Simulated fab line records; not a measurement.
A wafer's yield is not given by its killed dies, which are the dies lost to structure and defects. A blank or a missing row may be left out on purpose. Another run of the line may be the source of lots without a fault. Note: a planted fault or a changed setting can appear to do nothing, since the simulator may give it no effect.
Comparing a struck lot with a sound one :: flow n5 finfet :: 15 out of 1938 route steps
Sound: these wafers, L674.1, L674.3, L674.6. Struck: wafer L668.5 (left out: L668.1, L668.4 of the same lot, which were not struck); the cause appears at the end.
Each step with rows lists, per side, the tool, then ch with its chambers, then its first start. Under that, the readings that differ: sound wafers :: struck wafers :: difference of the means :: sigmas: that difference in standard deviations of wafers without a fault.
alike: readings whose means differ by less than 2 such deviations, and words and numbers that are the same on both sides. not compared: withheld readings, readings that some wafer has no value for, bounds like >300 that may hide the same value, and numbers for which the record gives no deviation and whose values overlap.
Wherever a step has rows on one side only, a row that says differs or no value, or a row with sigmas, the two part there. Numbers that don't overlap but have no deviation are shown without sigmas and don't part them. A reading that every wafer of one side lacks parts them only if that side has two wafers or more.

N5_HKMG_FIN_STRIP_60: strips in N2/H2, time 360 s.
  sound on plasma asher-02 ch 0,1, day 7 08:38; struck on plasma asher-01 ch 0, day 5 13:50
reading: drypump motor current A (A)
sound: 5.5 4.9 4.9
struck: 6.1
difference: +1.0
sigmas: +2
  alike: heater power w
  not compared: rf hours counter h
then, 2 steps without rows for these wafers: N5_HKMG_FIN_WET_ETCH_77 (etches La2O3 in dHCl, stops on HfO2, target depth 2 nm); N5_HKMG_FIN_WET_ETCH_78 (etches Al2O3 in dNH4OH, stops on La2O3, target depth 4.5 nm, rinse time 30 s).
N5_HKMG_FIN_ALD_79: deposits TiN, target thk 1.5 nm, pulse time 1 s, purge time 3 s.
  sound on ald metal-02 ch 0,2,3, day 7 09:07; struck on ald metal-04 ch 2, day 5 14:19
  alike: chamber pressure Torr, heater power w, precursor pulse height rel
  not compared: co reactant pulse time s
N5_HKMG_FIN_CVD_62: deposits a-Si from Si2H6, target thk 3 nm, time 20.8 s.
  sound on thermal cvd si-01 ch 0,2, day 7 09:29; struck on thermal cvd si-01 ch 1, day 5 14:41
  alike: chamber pressure Torr, heater power w
then, 5 steps without rows for these wafers: N5_HKMG_FIN_RTA_80 (time 2 s); N5_HKMG_FIN_PRECLEAN_64 (cleans in dHF, time 30 s); N5_HKMG_FIN_WET_ETCH_65 (etches a-Si in TMAH, stops on TiN, time 49 s, target depth 3 nm); N5_HKMG_FIN_WET_ETCH_81 (etches TiN in SC1, stops on HfO2, time 57 s, target depth 6 nm); N5_HKMG_FIN_WET_ETCH_82 (etches La2O3 in dHCl, stops on HfO2, target depth 2 nm, rinse time 30 s).
N5_HKMG_FIN_ALD_36: deposits TiN, target thk 1 nm, pulse time 1 s, purge time 3 s.
  sound on ald metal-01 ch 0,3, day 7 09:53; struck on ald metal-02 ch 2, day 5 15:13
  alike: chamber pressure Torr, heater power w, precursor pulse height rel
  not compared: co reactant pulse time s
N5_HKMG_FIN_THK_MEAS_70: measures by xrf.
  sound: film metro-02 at day 7 10:10; struck: film metro-01 at day 5 15:29
  alike: HK_THK
N5_HKMG_FIN_PWFM_ALD_03: deposits TiN, target thk 2 nm, pulse time 1 s, purge time 3 s.
  sound on ald metal-04 ch 0,1,3, day 7 10:12; struck on ald metal-01 ch 1, day 5 15:32
reading: co reactant pulse time s (s)
sound: 2 2 2
struck: 1.4074
difference: -0.5926
sigmas: 
  alike: chamber pressure Torr, heater power w, precursor pulse height rel
then, 1 step without rows for these wafers: N5_HKMG_FIN_COAT_29 (time 60 s, resist thk 300 nm).
-- here the record skips 4 days between the struck wafers' starts before and after, leaving off in module HKMG_FIN and picking up in module BEOL_M4 (first step shown: number 1111 of the route) --
N5_BEOL_M4_RC_MEAS_101:
  sound on prober-02 ch 0, day 11 02:17; struck on prober-01 ch 0, day 9 06:11
reading: DIBL_N (mV/V)
sound: 34.7 36.3 32.3
struck: 38.8
difference: +4.4
sigmas: +2
  alike: DIBL_P, IOFF_N, IOFF_P, ION_N, ION_P, SS_N, SS_P, VT_N, VT_P

## WHERE THEY PART
At N5_HKMG_FIN_STRIP_60 first; at N5_BEOL_M4_RC_MEAS_101 last (within this record only).

WHY: what the simulator had put in
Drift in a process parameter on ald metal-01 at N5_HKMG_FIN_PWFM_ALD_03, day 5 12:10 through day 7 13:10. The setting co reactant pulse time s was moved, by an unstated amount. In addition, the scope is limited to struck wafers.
